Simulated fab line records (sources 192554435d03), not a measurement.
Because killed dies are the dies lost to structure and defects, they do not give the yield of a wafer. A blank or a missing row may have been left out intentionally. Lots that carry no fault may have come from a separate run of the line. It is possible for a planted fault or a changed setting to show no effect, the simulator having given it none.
Matching of chambers || flow n5Finfet || 4 sister chambers for N5_SD_EPI_P_ETCH_37 on rieDiel-02
The step etches SOC in N2/H2, overetch 108 nm, time 486 s. 4 wafers are shown with their chamber, then 9 later ones without.

WAFERS PAIRED WITH THEIR CHAMBERS
{"wafer": "L083.2", "chamber": 2, "drypumpMotorCurrentA (A)": 5.9}
{"wafer": "L088.6", "chamber": 0, "drypumpMotorCurrentA (A)": 5.0}
{"wafer": "L092.4", "chamber": 3, "drypumpMotorCurrentA (A)": 5.5}
{"wafer": "L092.5", "chamber": 1, "drypumpMotorCurrentA (A)": 6.0}

WAFERS MISSING THEIR CHAMBER
{"wafer": "L093.1", "drypumpMotorCurrentA (A)": 5.0}
{"wafer": "L093.5", "drypumpMotorCurrentA (A)": 6.1}
{"wafer": "L093.6", "drypumpMotorCurrentA (A)": 5.1}
{"wafer": "L094.2", "drypumpMotorCurrentA (A)": 6.0}
{"wafer": "L094.4", "drypumpMotorCurrentA (A)": 5.1}
{"wafer": "L094.6", "drypumpMotorCurrentA (A)": 5.1}
{"wafer": "L095.1", "drypumpMotorCurrentA (A)": 5.9}
{"wafer": "L095.3", "drypumpMotorCurrentA (A)": 6.0}
{"wafer": "L095.5", "drypumpMotorCurrentA (A)": 5.5}

THE CHAMBER EACH PASSED THROUGH
{"wafer": "L093.1", "from the rows above": 0, "in truth": 0}
{"wafer": "L093.5", "from the rows above": "can't be placed: 1 or 2", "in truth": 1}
{"wafer": "L093.6", "from the rows above": 0, "in truth": 0}
{"wafer": "L094.2", "from the rows above": "can't be placed: 1 or 2", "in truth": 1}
{"wafer": "L094.4", "from the rows above": 0, "in truth": 0}
{"wafer": "L094.6", "from the rows above": 0, "in truth": 0}
{"wafer": "L095.1", "from the rows above": "can't be placed: 2 or 1", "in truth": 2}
{"wafer": "L095.3", "from the rows above": "can't be placed: 1 or 2", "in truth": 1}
{"wafer": "L095.5", "from the rows above": 3, "in truth": 3}
Placed correctly: 5 of 9. Cannot be placed on the basis of these rows: 4; the candidates contain the true chamber in 4. Number placed wrongly: 0.
How it was worked out, from the rows above alone: a wafer's distance from a chamber is the root of the sum, over the readings, of the square of ((its reading less the chamber's mean) divided by the reading's scatter). If the next closest chamber is less than 2 further off than the closest, the wafer can't be placed; otherwise it belongs to the closest. Each chamber's mean is taken over the wafers shown for it. The scatter: with one shown wafer a chamber, the root of the mean of the squares of how far each hidden wafer lies from its nearest shown one.
